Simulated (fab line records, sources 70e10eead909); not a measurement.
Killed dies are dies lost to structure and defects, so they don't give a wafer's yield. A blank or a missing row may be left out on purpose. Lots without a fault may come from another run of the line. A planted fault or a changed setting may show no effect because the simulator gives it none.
fab line records | flow nand_harc
record lots=6 wafers=18 last_day=24
route steps=1159 shown A_CONTACT@929 END@1159
lots that met no fault: from a run of the same line without faults
start_h: hours from the record's first day to the start of the lot's first wafer shown | wait_h: hours since the lot's step before | " the same as in the row above | L1.1+2: a row that stands for several wafers | - no value, or no start given | * or withheld: withheld | < > ~ a bound
route shown NAME@n: a module of which the file shows steps, and the number in the route of the first | usual: mean/standard deviation of fault-free wafers | same: alike in all rows | chamber/n: place in a boat | sites: the reading at each site | _std_site: their standard deviation | _edge_site: outer sites' mean less inner sites' | radius_mm: how far each site lies from the wafer's centre | mask NAME#n: copy n | behind: the tool/chamber that last shaped the wafer | hold: why the lot was held/for how many hours/how that ended | device: the transistor (n, p or np) that didn't switch | end of line: the same wafers' tests at the end of the route | a step without rows: its recipe alone | killed: dies lost to structure and defects at the first sort, not the wafer's yield | map: a wafer's dies, x killed, . not, _ none there
set.NAME: the setting as run; set.NAME@STEP: as run at that earlier step | model.NAME: the simulator's own value behind a step, which no gauge read
lots at some steps of the route; a table a step, a row a wafer
services: from which hour (start_h, from the record's first day; less than 0 if before it) a tool's chamber was out of use, for how many hours, and why
## steps
# step NHARC_A_CONTACT_COAT_02
# recipe spin_rpm=1500 resist_thk_nm=90
# step NHARC_A_CONTACT_SOFTBAKE_03
# recipe temp_c=105 time_s=55
# step NHARC_A_CONTACT_EBR_04
# step NHARC_A_CONTACT_EXPOSE_05
# recipe na=1.35 sigma_outer=0.8 dose_mj=84.24 mask_id=A_CC
# step NHARC_A_CONTACT_PEB_06
# recipe peb_temp_c=100 peb_time_s=65
# step NHARC_A_CONTACT_DEVELOP_07
# recipe develop_time_s=35 dev_temp_c=23
# step NHARC_A_CONTACT_CD_MEAS_08
# recipe target_cd_nm=100 landing_energy_ev=500
# usual cd_nm=100.0/0.47
# columns lot.wafer tool chamber start_h wait_h cd_nm
L610.2 cd_sem-02 0 390.78 - 99.9
L610.3 " 0 " " 99.4
L610.4 " 0 " " 99.7
L617.2 cd_sem-01 0 448.56 - 99.7
L617.3 " 0 " " 100.0
L617.5 " 0 " " 100.4
L618.1 cd_sem-03 0 452.58 - 99.7
L618.3 " 0 " " 99.4
L618.5 " 0 " " 99.5
L621.1 cd_sem-03 0 489.11 - 99.4
L621.2 " 0 " " 100.8
L621.6 " 0 " " 99.9
L625.2 cd_sem-02 0 510.96 - 100.0
L625.3 " 0 " " 100.5
L625.4 " 0 " " 100.6
L630.1 cd_sem-03 0 515.49 - 99.8
L630.2 " 0 " " 100.9
L630.4 " 0 " " 100.0
# step NHARC_A_CONTACT_OVL_MEAS_09
# usual overlay_x_nm=0.2/0.83 overlay_y_nm=0.2/0.9
# columns lot.wafer tool chamber start_h wait_h overlay_x_nm overlay_y_nm
L610.2 overlay-02 - 390.87 - -0.1 0.9
L610.3 " - " " -0.9 0.3
L610.4 " - " " -0.5 0.9
L617.2 overlay-01 - 448.64 - -1.9 0.7
L617.3 " - " " -1.2 0.9
L617.5 " - " " -1.1 0.5
L618.1 overlay-02 - 452.67 - -0.2 0.7
L618.3 " - " " 1.2 1.3
L618.5 " - " " 0.9 1.0
L621.1 overlay-02 - 489.19 - -0.3 0.7
L621.2 " - " " -0.3 0.5
L621.6 " - " " -0.9 0.9
L625.2 overlay-02 - 511.05 - 1.7 -0.7
L625.3 " - " " 1.1 -0.9
L625.4 " - " " 1.5 -1.1
L630.1 overlay-01 - 515.58 - -0.3 0.3
L630.2 " - " " 0.0 -0.7
L630.4 " - " " -0.2 0.2
# step NHARC_A_CONTACT_INSPECT_10
# usual raw_defect_count=32/14
# columns lot.wafer tool chamber start_h wait_h raw_defect_count
L610.2 defect_inspect-02 - 390.91 0.0 11
L610.3 " - " " 13
L610.4 " - " " 7
L617.2 defect_inspect-01 - 448.68 0.0 43
L617.3 " - " " 42
L617.5 " - " " 47
L618.1 defect_inspect-01 - 452.70 0.0 42
L618.3 " - " " 40
L618.5 " - " " 42
L621.1 defect_inspect-02 - 489.23 0.0 31
L621.2 " - " " 37
L621.6 " - " " 33
L625.2 defect_inspect-02 - 511.08 0.0 34
L625.3 " - " " 39
L625.4 " - " " 40
L630.1 defect_inspect-02 - 515.62 0.0 15
L630.2 " - " " 15
L630.4 " - " " 16
# step NHARC_A_CONTACT_DESCUM_13
# recipe time_s=3 o2_flow_sccm=200 ar_flow_sccm=0 bias_power_w=0 chemistry=O2
# usual drypump_motor_current_A=5.7/0.55 oes_product_au=0.999/0.0076 rf_vpp_V=57.8/0.85 showerhead_plenum_p_Torr=1.93/0.087 throttle_valve_pct=11.311/0.0083
# columns lot.wafer tool chamber start_h wait_h drypump_motor_current_A oes_product_au rf_hours_counter_h rf_vpp_V showerhead_plenum_p_Torr throttle_valve_pct
L610.3 rie_diel-13 3 390.97 0.1 6.3 0.991 44 60.3 1.97 11.322
L610.4 " 0 " " 5.9 0.992 43 58.2 2.06 11.317
L610.2 " 2 " " 5.7 1.007 39 57.9 1.92 11.304
L617.2 rie_diel-06 3 448.75 0.1 6.7 1.001 4 59.3 2.00 11.306
L617.3 " 1 " " 5.4 1.004 4 58.3 1.77 11.323
L617.5 " 3 " " 6.7 1.007 - 57.6 2.00 11.306
L618.3 rie_diel-06 3 452.77 0.1 6.6 1.002 5 57.7 2.00 11.304
L618.1 " 0 " " 5.3 1.008 5 59.4 1.88 11.307
L618.5 " 3 " " 6.6 1.017 - 57.9 2.00 11.308
L621.1 rie_diel-06 3 489.30 0.1 6.6 0.989 11 59.1 2.00 11.307
L621.2 " 1 " " 5.4 0.994 14 58.1 1.77 11.309
L621.6 " 2 " " 5.0 1.013 - 59.2 2.00 11.305
L625.2 rie_diel-05 3 511.14 0.1 6.3 0.985 63 59.1 1.91 11.308
L625.4 " 0 " " 6.1 0.988 60 58.0 2.01 11.329
L625.3 " 1 " " 5.9 1.005 60 57.5 1.99 11.309
L630.4 rie_diel-06 3 515.68 0.1 6.6 0.992 16 57.3 2.00 11.324
L630.2 " 1 " " 5.4 0.994 18 57.3 1.77 11.305
L630.1 " 2 " " 5.0 1.011 19 58.5 2.00 11.308
# step NHARC_A_CONTACT_ETCH_88
# recipe target_depth_a=390 over_etch_frac=0.3 time_s=65 ion_energy_ev=80 cf4_flow_sccm=150 ar_flow_sccm=0 rf_w=300 bias_w=100 chemistry=CF4
# usual bias_w=99.97/0.3 cf4_flow_sccm=150.0/0.46 drypump_motor_current_A=5.7/0.54 oes_product_au=1.000/0.0078 rf_vpp_V=151.3/1.2 showerhead_plenum_p_Torr=1.78/0.074 throttle_valve_pct=13.284/0.0098
# columns lot.wafer tool chamber start_h wait_h bias_w cf4_flow_sccm drypump_motor_current_A oes_product_au rf_hours_counter_h rf_vpp_V showerhead_plenum_p_Torr throttle_valve_pct
L610.4 rie_diel-13 2 391.05 0.1 100.07 149.0 5.8 1.007 39 151.5 1.77 13.298
L610.3 " 0 " " 100.20 149.5 5.9 0.994 43 152.5 1.90 13.285
L610.2 " 1 " " 99.81 149.9 6.2 1.001 42 150.6 1.72 13.289
L617.3 rie_diel-06 1 448.83 0.1 99.71 149.8 5.4 0.998 4 148.9 1.65 13.267
L617.2 " 0 " " 99.51 150.2 5.3 0.997 4 151.5 1.74 13.286
L617.5 " 1 " " 99.65 149.9 5.4 0.999 - 150.8 1.65 13.290
L618.1 rie_diel-06 0 452.86 0.1 99.66 149.8 5.3 0.995 5 150.5 1.74 13.278
L618.3 " 1 " " 100.59 150.0 5.4 1.005 5 148.5 1.65 13.284
L618.5 " 3 " " 100.50 149.1 6.7 1.006 - 152.0 1.84 13.284
L621.1 rie_diel-06 0 489.38 0.1 99.96 150.5 5.3 1.010 13 150.1 1.74 13.287
L621.2 " 2 " " 100.28 149.8 5.0 0.997 14 151.6 1.84 13.274
L621.6 " 0 " " 99.88 150.3 5.3 1.005 - 151.8 1.74 13.288
L625.2 rie_diel-05 1 511.35 0.2 99.74 150.1 5.9 1.000 60 152.0 1.83 13.275
L625.4 " 2 " " 100.23 149.9 5.6 1.007 57 150.2 1.75 13.273
L625.3 " 0 " " 100.03 150.3 6.1 0.997 60 152.4 1.85 13.275
L630.1 rie_diel-06 2 515.76 0.1 100.15 149.8 5.0 1.000 19 152.1 1.84 13.287
L630.2 " 0 " " 99.92 150.4 5.3 0.995 18 151.0 1.74 13.292
L630.4 " 1 " " 99.99 149.9 5.4 0.999 18 149.0 1.65 13.274
# step NHARC_A_CONTACT_ETCH_89
# recipe target_depth_a=2600 over_etch_frac=0.3 time_s=475.3 ion_energy_ev=200 n2_flow_sccm=150 h2_flow_sccm=150 ar_flow_sccm=0 rf_w=400 bias_w=150 chemistry=N2/H2
# usual bias_w=150.0/0.43 chamber_pressure_mTorr=30.001/0.029 drypump_motor_current_A=5.7/0.57 oes_product_au=1.000/0.0082 rf_vpp_V=430.9/2.8 showerhead_plenum_p_Torr=2.06/0.096 throttle_valve_pct=14.171/0.0089
# columns lot.wafer tool chamber start_h wait_h bias_w chamber_pressure_mTorr drypump_motor_current_A oes_product_au rf_hours_counter_h rf_vpp_V showerhead_plenum_p_Torr throttle_valve_pct
L610.3 rie_diel-13 3 - - 150.5 30.066 6.3 0.988 44 431.5 2.11 14.188
L610.2 " 0 " " 150.0 29.941 5.9 0.980 43 434.5 2.20 14.171
L610.4 " 2 " " 150.2 30.003 5.8 0.990 39 430.3 2.05 14.171
L617.3 rie_diel-06 1 - - 150.0 30.015 5.4 0.994 4 426.7 1.89 14.186
L617.2 " 0 " " 150.1 29.993 5.3 1.002 4 429.6 2.01 14.178
L617.5 " 2 " " 149.5 29.985 5.0 1.005 - 433.9 2.14 14.174
L618.1 rie_diel-06 2 - - 150.0 30.029 5.0 1.008 5 434.0 2.14 14.177
L618.3 " 0 " " 149.8 29.979 5.3 0.989 5 430.0 2.01 14.166
L618.5 " 3 " " 149.8 29.971 6.6 1.005 - 432.6 2.13 14.178
L621.1 rie_diel-06 0 - - 149.9 29.989 5.3 1.011 13 430.4 2.00 14.176
L621.2 " 3 " " 149.9 30.002 6.6 1.012 11 432.2 2.13 14.177
L621.6 " 1 " " 150.6 29.987 5.4 0.995 - 424.7 1.88 14.167
L625.3 rie_diel-05 3 - - 149.3 29.958 6.2 0.995 63 430.1 2.03 14.161
L625.4 " 0 " " 150.5 30.059 6.1 0.988 60 434.1 2.15 14.163
L625.2 " 1 " " 149.6 30.025 5.9 0.993 60 432.2 2.12 14.169
L630.1 rie_diel-06 3 - - 149.9 29.964 6.6 1.011 16 433.9 2.13 14.180
L630.4 " 0 " " 149.7 29.974 5.3 1.016 18 430.1 2.00 14.168
L630.2 " 1 " " 150.2 30.001 5.4 0.996 18 425.2 1.88 14.157
# step NHARC_A_CONTACT_ETCH_30
# recipe target_depth_a=605 time_s=30.2 cf4_flow_sccm=100 chf3_flow_sccm=30 ar_flow_sccm=0 rf_w=500 bias_w=200 chemistry=CF4/CHF3
# usual bias_w=200.0/0.6 cf4_flow_sccm=99.96/0.28 drypump_motor_current_A=5.7/0.55 oes_product_au=0.928/0.013 rf_vpp_V=370.8/2.4 showerhead_plenum_p_Torr=1.58/0.07 throttle_valve_pct=16.802/0.0078
# columns lot.wafer tool chamber start_h wait_h bias_w cf4_flow_sccm drypump_motor_current_A oes_product_au rf_hours_counter_h rf_vpp_V showerhead_plenum_p_Torr throttle_valve_pct
L610.2 rie_diel-13 0 391.49 - 200.5 99.91 5.9 0.920 43 374.3 1.69 16.801
L610.3 " 2 " " 200.6 99.76 5.8 0.925 39 369.3 1.58 16.811
L610.4 " 3 " " 200.4 100.03 6.3 0.929 45 372.8 1.62 16.801
L617.2 rie_diel-06 0 449.30 - - - - - - - - -
L617.3 " 2 " " - - - - - - - -
L617.5 " 3 " " - - - - - - - -
L618.1 rie_diel-06 1 453.29 - - - - - - - - -
L618.3 " 2 " " - - - - - - - -
L618.5 " 2 " " - - - - - - - -
L621.2 rie_diel-06 2 489.82 - 199.5 100.17 5.0 0.932 14 373.1 1.64 16.809
L621.1 " 3 " " 200.4 100.17 6.6 0.935 11 372.5 1.64 16.811
L621.6 " 3 " " 199.8 99.82 6.6 0.934 - 373.6 1.64 16.808
L625.2 rie_diel-05 1 511.86 - 200.5 100.34 5.9 0.924 60 372.3 1.63 16.800
L625.3 " 3 " " 200.5 100.05 6.2 0.921 63 371.3 1.57 16.798
L625.4 " 0 " " 200.1 99.67 6.1 0.933 61 371.5 1.65 16.797
L630.1 rie_diel-06 0 516.20 - 200.4 100.42 5.3 0.934 18 368.9 1.55 16.797
L630.2 " 1 " " 200.7 99.97 5.4 0.924 19 366.4 1.46 16.800
L630.4 " 2 " " 199.7 100.10 5.0 0.931 20 373.1 1.64 16.796
# step NHARC_A_CONTACT_ETCH_31
# recipe target_depth_a=20000 over_etch_frac=0.3 time_s=520 ion_energy_ev=150 o2_flow_sccm=400 cos_flow_sccm=20 ar_flow_sccm=0 rf_w=500 bias_w=300 chemistry=O2/COS
# usual bias_w=300.0/0.85 chamber_pressure_mTorr=20.001/0.017 drypump_motor_current_A=5.7/0.56 oes_product_au=0.998/0.0078 rf_vpp_V=314.5/2.1 showerhead_plenum_p_Torr=3.14/0.13 throttle_valve_pct=28.330/0.0085
# columns lot.wafer tool chamber start_h wait_h bias_w chamber_pressure_mTorr drypump_motor_current_A oes_product_au rf_hours_counter_h rf_vpp_V showerhead_plenum_p_Torr throttle_valve_pct
L610.2 rie_diel-13 1 - - 300.7 20.048 6.2 0.989 42 312.4 3.03 28.328
L610.3 " 2 " " 300.4 20.007 5.8 1.001 39 313.3 3.13 28.330
L610.4 " 0 " " 299.2 20.011 5.9 0.982 43 317.6 3.35 28.344
L617.3 rie_diel-06 2 - - 298.9 19.991 5.1 1.004 4 316.6 3.26 28.346
L617.2 " 3 " " 299.5 19.978 6.6 1.005 5 318.1 3.26 28.332
L617.5 " 2 " " 299.2 20.006 5.1 1.000 - 315.0 3.26 28.340
L618.3 rie_diel-06 0 - - 301.8 19.976 5.3 1.005 5 313.6 3.07 28.327
L618.1 " 2 " " 300.0 20.028 5.0 1.005 5 316.8 3.26 28.322
L618.5 " 0 " " 300.8 20.001 5.3 1.012 - 315.1 3.07 28.343
L621.1 rie_diel-06 0 - - 300.2 20.001 5.3 0.995 14 312.8 3.07 28.336
L621.2 " 1 " " 301.3 19.999 5.4 0.996 14 310.8 2.90 28.322
L621.6 " 3 " " 300.7 20.011 6.6 1.012 - 315.8 3.25 28.339
L625.4 rie_diel-05 2 - - 299.9 19.995 5.6 0.996 58 314.3 3.10 28.338
L625.3 " 0 " " 299.6 20.013 6.1 0.988 61 315.9 3.28 28.331
L625.2 " 1 " " 299.5 19.994 5.9 0.990 60 316.4 3.24 28.332
L630.1 rie_diel-06 1 - - 300.1 19.999 5.4 0.998 19 312.4 2.90 28.327
L630.2 " 2 " " 299.2 20.021 5.0 0.998 20 316.6 3.25 28.331
L630.4 " 3 " " 300.3 20.033 6.6 1.004 17 316.2 3.25 28.320
# step NHARC_END_SORT_01
# recipe temp_c=25
# usual killed_at_array=31/12 killed_at_other=0.6/0.85 killed_at_periphery=3.0/2.3 killed_dies=35/12 killed_open=3.2/1.9 killed_short=1.8/1.4
# same gross_dies=677
# columns lot.wafer tool chamber start_h wait_h killed_at_array killed_at_other killed_at_periphery killed_dies killed_open killed_short
L617.2 prober-01 0 509.50 2.8 675 0 2 677 3 1
L617.3 prober-01 0 510.31 3.1 675 0 2 677 6 1
L617.5 prober-01 0 511.92 3.7 673 1 3 677 6 3
L618.1 prober-02 0 516.43 2.5 676 0 1 677 8 3
L618.3 prober-02 0 518.03 3.1 675 0 2 677 2 0
L618.5 prober-02 0 519.63 3.7 675 1 1 677 2 4
# killed by level:class
L617.2 A_CONTACT:area_etch=638 A_SLIT:chamber_film_flake=14 A_CHANNEL_HOLE_D1:chamber_film_flake=12 A_STAIRCASE:chamber_film_flake=3 A_WL_FILL:chamber_film_flake=2 A_CONTACT:chamber_film_flake=2 P_M0:geometric_particle:open=1 A_ONON_D1:geometric_particle:open=1
L617.3 A_CONTACT:area_etch=636 A_CHANNEL_HOLE_D1:chamber_film_flake=18 A_SLIT:chamber_film_flake=13 A_CONTACT:geometric_particle:open=3 A_STAIRCASE:chamber_film_flake=2 P_M2:geometric_particle:open=1 P_M2:geometric_particle:short=1 A_CHANNEL_FILL_D1:geometric_particle:open=1
L617.5 A_CONTACT:area_etch=627 A_CHANNEL_HOLE_D1:chamber_film_flake=18 A_SLIT:chamber_film_flake=16 A_CONTACT:geometric_particle:open=3 P_ZERO_WELL:chamber_film_flake=3 A_STAIRCASE:chamber_film_flake=3 A_SOURCE_PLATE:geometric_particle:short=1 A_ONON_D1:geometric_particle:open=1
L618.1 A_CONTACT:area_etch=632 A_CHANNEL_HOLE_D1:chamber_film_flake=16 A_SLIT:chamber_film_flake=15 A_CHANNEL_FILL_D1:geometric_particle:open=2 A_CONTACT:geometric_particle:open=2 A_CONTACT:chamber_film_flake=2 P_STI:geometric_particle:open=1 A_CHANNEL_HOLE_D1:geometric_particle:open=1
L618.3 A_CONTACT:area_etch=638 A_CHANNEL_HOLE_D1:chamber_film_flake=13 A_SLIT:chamber_film_flake=12 A_CONTACT:chamber_film_flake=4 A_STAIRCASE:chamber_film_flake=3 A_SGD_CUT:chamber_film_flake=3 P_M1:geometric_particle:open=1 A_WL_FILL:geometric_particle:open=1
L618.5 A_CONTACT:area_etch=631 A_CHANNEL_HOLE_D1:chamber_film_flake=15 A_SLIT:chamber_film_flake=14 A_CONTACT:chamber_film_flake=4 A_SGD_CUT:chamber_film_flake=3 A_CHANNEL_FILL_D1:geometric_particle:short=2 A_ONON_D1:geometric_particle:open=1 A_CONTACT:geometric_particle:open=1
# map L617.2 (x killed, . not)
____________x____________
_________xxxxxxx_________
_______xxxxxxxxxxx_______
______xxxxxxxxxxxxx______
_____xxxxxxxxxxxxxxx_____
____xxxxxxxxxxxxxxxxx____
____xxxxxxxxxxxxxxxxx____
___xxxxxxxxxxxxxxxxxxx___
___xxxxxxxxxxxxxxxxxxx___
__xxxxxxxxxxxxxxxxxxxxx__
__xxxxxxxxxxxxxxxxxxxxx__
_xxxxxxxxxxxxxxxxxxxxxxx_
_xxxxxxxxxxxxxxxxxxxxxxx_
_xxxxxxxxxxxxxxxxxxxxxxx_
_xxxxxxxxxxxxxxxxxxxxxxx_
_xxxxxxxxxxxxxxxxxxxxxxx_
xxxxxxxxxxxxxxxxxxxxxxxxx
xxxxxxxxxxxxxxxxxxxxxxxxx
xxxxxxxxxxxxxxxxxxxxxxxxx
xxxxxxxxxxxxxxxxxxxxxxxxx
xxxxxxxxxxxxxxxxxxxxxxxxx
_xxxxxxxxxxxxxxxxxxxxxxx_
_xxxxxxxxxxxxxxxxxxxxxxx_
_xxxxxxxxxxxxxxxxxxxxxxx_
_xxxxxxxxxxxxxxxxxxxxxxx_
_xxxxxxxxxxxxxxxxxxxxxxx_
__xxxxxxxxxxxxxxxxxxxxx__
__xxxxxxxxxxxxxxxxxxxxx__
___xxxxxxxxxxxxxxxxxxx___
___xxxxxxxxxxxxxxxxxxx___
____xxxxxxxxxxxxxxxxx____
____xxxxxxxxxxxxxxxxx____
_____xxxxxxxxxxxxxxx_____
______xxxxxxxxxxxxx______
_______xxxxxxxxxxx_______
_________xxxxxxx_________
____________x____________
# map L618.1 (x killed, . not)
____________x____________
_________xxxxxxx_________
_______xxxxxxxxxxx_______
______xxxxxxxxxxxxx______
_____xxxxxxxxxxxxxxx_____
____xxxxxxxxxxxxxxxxx____
____xxxxxxxxxxxxxxxxx____
___xxxxxxxxxxxxxxxxxxx___
___xxxxxxxxxxxxxxxxxxx___
__xxxxxxxxxxxxxxxxxxxxx__
__xxxxxxxxxxxxxxxxxxxxx__
_xxxxxxxxxxxxxxxxxxxxxxx_
_xxxxxxxxxxxxxxxxxxxxxxx_
_xxxxxxxxxxxxxxxxxxxxxxx_
_xxxxxxxxxxxxxxxxxxxxxxx_
_xxxxxxxxxxxxxxxxxxxxxxx_
xxxxxxxxxxxxxxxxxxxxxxxxx
xxxxxxxxxxxxxxxxxxxxxxxxx
xxxxxxxxxxxxxxxxxxxxxxxxx
xxxxxxxxxxxxxxxxxxxxxxxxx
xxxxxxxxxxxxxxxxxxxxxxxxx
_xxxxxxxxxxxxxxxxxxxxxxx_
_xxxxxxxxxxxxxxxxxxxxxxx_
_xxxxxxxxxxxxxxxxxxxxxxx_
_xxxxxxxxxxxxxxxxxxxxxxx_
_xxxxxxxxxxxxxxxxxxxxxxx_
__xxxxxxxxxxxxxxxxxxxxx__
__xxxxxxxxxxxxxxxxxxxxx__
___xxxxxxxxxxxxxxxxxxx___
___xxxxxxxxxxxxxxxxxxx___
____xxxxxxxxxxxxxxxxx____
____xxxxxxxxxxxxxxxxx____
_____xxxxxxxxxxxxxxx_____
______xxxxxxxxxxxxx______
_______xxxxxxxxxxx_______
_________xxxxxxx_________
____________x____________
## services
# columns tool chamber start_h hours kind
rie_diel-06 0 372.72 - clean
rie_diel-06 1 372.72 - clean
rie_diel-06 2 372.72 - clean
rie_diel-06 3 372.72 - clean
rie_diel-05 2 373.55 2.0 repair
rie_diel-06 0 397.37 - clean
rie_diel-06 1 397.37 - clean
rie_diel-06 2 397.37 - clean
rie_diel-06 3 397.37 - clean
rie_diel-06 - 418.20 9.0 pm
rie_diel-06 0 418.20 9.0 vent_cycle
rie_diel-06 1 418.20 9.0 vent_cycle
rie_diel-06 2 418.20 9.0 vent_cycle
rie_diel-06 3 418.20 9.0 vent_cycle
rie_diel-06 0 427.20 - clean
rie_diel-06 1 427.20 - clean
rie_diel-06 2 427.20 - clean
rie_diel-06 3 427.20 - clean
rie_diel-06 0 451.70 - clean
rie_diel-06 1 451.70 - clean
rie_diel-06 2 451.70 - clean
rie_diel-13 - 453.14 9.0 pm
rie_diel-06 3 475.93 7.0 repair
rie_diel-05 2 479.22 14.6 repair
## key
first_sign step=NHARC_A_CONTACT_ETCH_30 reading=tool_record direction=missing
effect step=NHARC_END_SORT_01 reading=killed_dies direction=up sigmas=56 usual=35 struck=677
more_kills_born_at NHARC_A_CONTACT_ETCH_30@rie_diel-06=3802
met_at NHARC_A_CONTACT_ETCH_30
struck_wafers L617.2,L617.3,L617.5,L618.1,L618.3,L618.5
later_rows_left_out L617.2,L617.3,L617.5,L618.1,L618.3,L618.5
tester_left_out L617,L618
fault kind=skipped_step_whole tool=rie_diel-06 chamber=- onset_h=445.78 steps=NHARC_A_CONTACT_ETCH_30 scope=struck_lots_only
# tester_left_out: of these lots the tester's yield and bins aren't shown, on N5 and GAA mostly nor the transistor test; their killed dies are dies lost to structure and defects alone, not to doping, threshold or leakage, so they don't give the yield
# later_rows_left_out: the simulator's readings of these wafers behind a module that went badly wrong aren't trusted and aren't shown, but for the sort
